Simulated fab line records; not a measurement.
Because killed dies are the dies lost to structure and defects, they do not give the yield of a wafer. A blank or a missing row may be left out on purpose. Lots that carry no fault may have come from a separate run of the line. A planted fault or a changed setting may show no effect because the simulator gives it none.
Matching of chambers || flow nand-harc || NHARC_P_CONTACT_CMP_24 on cmp-01 has 4 sister chambers
The step polishes, t overpolish 30 s, target thk 200 nm. 16 wafers are shown with their chamber, then 8 later ones without.

WAFERS, EACH WITH ITS CHAMBER
{"wafer": "L076.2", "chamber": 0, "motor-current-A (A)": 13.6, "time-to-endpoint-s (s)": 38.1, "edge-zone-pressure-frac": 1.001}
{"wafer": "L076.5", "chamber": 2, "motor-current-A (A)": 13.2, "time-to-endpoint-s (s)": 40.5, "edge-zone-pressure-frac": 0.998}
{"wafer": "L076.6", "chamber": 3, "motor-current-A (A)": 9.9, "time-to-endpoint-s (s)": 42.4, "edge-zone-pressure-frac": 1.001}
{"wafer": "L077.3", "chamber": 0, "motor-current-A (A)": 13.8, "time-to-endpoint-s (s)": 37.7, "edge-zone-pressure-frac": 1.001}
{"wafer": "L077.4", "chamber": 2, "motor-current-A (A)": 14.2, "time-to-endpoint-s (s)": 39.3, "edge-zone-pressure-frac": 1.000}
{"wafer": "L077.6", "chamber": 2, "motor-current-A (A)": 13.8, "time-to-endpoint-s (s)": 40.1, "edge-zone-pressure-frac": 1.000}
{"wafer": "L078.2", "chamber": 2, "motor-current-A (A)": 13.1, "time-to-endpoint-s (s)": 37.8, "edge-zone-pressure-frac": 1.005}
{"wafer": "L078.3", "chamber": 0, "motor-current-A (A)": 13.9, "time-to-endpoint-s (s)": 37.9, "edge-zone-pressure-frac": 1.003}
{"wafer": "L078.6", "chamber": 3, "motor-current-A (A)": 9.7, "time-to-endpoint-s (s)": 42.4, "edge-zone-pressure-frac": 0.996}
{"wafer": "L079.2", "chamber": 3, "motor-current-A (A)": 9.5, "time-to-endpoint-s (s)": 41.1, "edge-zone-pressure-frac": 1.000}
{"wafer": "L079.3", "chamber": 0, "motor-current-A (A)": 13.5, "time-to-endpoint-s (s)": 40.2, "edge-zone-pressure-frac": 0.990}
{"wafer": "L079.6", "chamber": 3, "motor-current-A (A)": 9.9, "time-to-endpoint-s (s)": 46.7, "edge-zone-pressure-frac": 0.999}
{"wafer": "L081.2", "chamber": 1, "motor-current-A (A)": 11.9, "time-to-endpoint-s (s)": 41.6, "edge-zone-pressure-frac": 0.995}
{"wafer": "L081.3", "chamber": 0, "motor-current-A (A)": 13.9, "time-to-endpoint-s (s)": 38.6, "edge-zone-pressure-frac": 0.996}
{"wafer": "L081.4", "chamber": 3, "motor-current-A (A)": 9.5, "time-to-endpoint-s (s)": 42.5, "edge-zone-pressure-frac": 1.005}
{"wafer": "L085.1", "chamber": 2, "motor-current-A (A)": 13.7, "time-to-endpoint-s (s)": 39.6, "edge-zone-pressure-frac": 1.000}

SIGNATURES (means of the wafers above)
{"reading": "motor-current-A", "chamber 0": 13.740, "chamber 1": 11.900, "chamber 2": 13.600, "chamber 3": 9.700, "scatter within a chamber": 0.304}
{"reading": "time-to-endpoint-s", "chamber 0": 38.500, "chamber 1": 41.600, "chamber 2": 39.460, "chamber 3": 43.020, "scatter within a chamber": 1.49}
{"reading": "edge-zone-pressure-frac", "chamber 0": 0.99820, "chamber 1": 0.99500, "chamber 2": 1.00060, "chamber 3": 1.00020, "scatter within a chamber": 0.00388}
Rule: a wafer lies at a distance from a chamber equal to the root of the sum of squares, over the readings, of (its reading less the chamber's mean, divided by the reading's scatter). The wafer belongs to the nearest chamber; if the next one is less than 2 further off, it can't be placed. How the scatter is found: for the shown wafers, subtract from each reading the mean of its chamber, square and add these, divide the total by (wafers less chambers), then take the root.

WAFERS MISSING THEIR CHAMBER
{"wafer": "L085.3", "motor-current-A (A)": 11.8, "time-to-endpoint-s (s)": 36.9, "edge-zone-pressure-frac": 1.000}
{"wafer": "L085.4", "motor-current-A (A)": 14.0, "time-to-endpoint-s (s)": 37.1, "edge-zone-pressure-frac": 1.000}
{"wafer": "L093.3", "motor-current-A (A)": 11.6, "time-to-endpoint-s (s)": 38.9, "edge-zone-pressure-frac": 1.000}
{"wafer": "L093.4", "motor-current-A (A)": 14.2, "time-to-endpoint-s (s)": 38.7, "edge-zone-pressure-frac": 1.007}
{"wafer": "L093.5", "motor-current-A (A)": 9.6, "time-to-endpoint-s (s)": 40.2, "edge-zone-pressure-frac": 0.995}
{"wafer": "L095.2", "motor-current-A (A)": 12.4, "time-to-endpoint-s (s)": 39.8, "edge-zone-pressure-frac": 1.003}
{"wafer": "L095.3", "motor-current-A (A)": 13.7, "time-to-endpoint-s (s)": 40.2, "edge-zone-pressure-frac": 0.994}
{"wafer": "L095.5", "motor-current-A (A)": 9.9, "time-to-endpoint-s (s)": 42.8, "edge-zone-pressure-frac": 1.003}

EACH ONE'S CHAMBER
{"wafer": "L085.3", "from the rows above": 1, "in truth": 1}
{"wafer": "L085.4", "from the rows above": "can't be placed: 0 or 2", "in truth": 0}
{"wafer": "L093.3", "from the rows above": 1, "in truth": 1}
{"wafer": "L093.4", "from the rows above": "can't be placed: 2 or 0", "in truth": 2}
{"wafer": "L093.5", "from the rows above": 3, "in truth": 3}
{"wafer": "L095.2", "from the rows above": "can't be placed: 1 or 2 or 0", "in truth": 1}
{"wafer": "L095.3", "from the rows above": "can't be placed: 0 or 2", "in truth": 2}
{"wafer": "L095.5", "from the rows above": 3, "in truth": 3}
Correct placement for 4 of the 8. From these rows, 4 cannot be placed; in 4 the true chamber is one of the candidates. 0 placed wrongly.
